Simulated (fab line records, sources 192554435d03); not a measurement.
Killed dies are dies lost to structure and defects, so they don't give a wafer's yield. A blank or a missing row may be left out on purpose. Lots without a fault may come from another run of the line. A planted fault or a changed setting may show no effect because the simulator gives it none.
Chamber matching | flow n5_finfet | N5_BEOL_M7_ILD_DEP_00 on pecvd-02: 3 sister chambers
The step deposits SiCOH lowk from DEMS/porogen, target thk 179.75 nm, time 33.4 s. 16 wafers are shown with their chamber, then 8 later ones without.

WAFERS WITH THEIR CHAMBER
wafer  | chamber | throttle_valve_pct (%) | heater_power_w (W) | showerhead_plenum_p_Torr (Torr)
L075.1 | 0       | 15.2                   | 398                | 5.715
L075.4 | 0       | 15.1                   | 394                | 5.713
L075.5 | 1       | 14.9                   | 277                | 5.727
L083.1 | 1       | 14.9                   | 264                | 5.739
L083.4 | 1       | 14.8                   | 268                | 5.724
L083.5 | 0       | 15.0                   | 355                | 5.714
L086.1 | 0       | 15.3                   | 444                | 5.710
L086.5 | 2       | 13.0                   | 241                | 5.748
L086.6 | 1       | 14.6                   | 288                | 5.728
L087.1 | 1       | 15.1                   | 265                | 5.731
L087.2 | 2       | 12.8                   | 201                | 5.763
L087.3 | 0       | 15.4                   | 422                | 5.692
L089.1 | 1       | 15.0                   | 247                | 5.715
L089.4 | 1       | 14.9                   | 251                | 5.731
L089.6 | 2       | 13.1                   | 228                | 5.750
L092.2 | 2       | 12.8                   | 234                | 5.741

SIGNATURES (means of the wafers above)
reading                  | chamber 0 | chamber 1 | chamber 2 | scatter within a chamber
throttle_valve_pct       | 15.200    | 14.886    | 12.925    | 0.156
heater_power_w           | 402.60    | 265.71    | 226.00    | 22.5
showerhead_plenum_p_Torr | 5.70880   | 5.72786   | 5.75050   | 0.00852
Rule: a wafer's distance from a chamber is the root of the sum, over the readings, of the square of ((its reading less the chamber's mean) divided by the reading's scatter). The wafer belongs to the nearest chamber; if the next one is less than 2 further off, it can't be placed. The scatter: the root of (the sum of the squares of (reading less its chamber's mean) over the shown wafers, divided by (wafers less chambers)).

WAFERS WITHOUT THEIR CHAMBER
wafer  | throttle_valve_pct (%) | heater_power_w (W) | showerhead_plenum_p_Torr (Torr)
L092.4 | 14.8                   | 240                | 5.735
L092.5 | 15.2                   | 419                | 5.711
L094.1 | 12.9                   | 234                | 5.746
L094.3 | 15.4                   | 371                | 5.707
L094.4 | 15.6                   | 373                | 5.704
L095.2 | 12.8                   | 249                | 5.748
L095.4 | 14.7                   | 306                | 5.735
L095.5 | 13.2                   | 242                | 5.747

WHICH CHAMBER EACH WENT THROUGH
wafer  | from the rows above | in truth
L092.4 | 1                   | 1
L092.5 | 0                   | 0
L094.1 | 2                   | 2
L094.3 | 0                   | 0
L094.4 | 0                   | 0
L095.2 | 2                   | 2
L095.4 | 1                   | 1
L095.5 | 2                   | 2
Placed correctly: 8 of 8. Can't be placed from these rows: 0. Placed wrongly: 0.
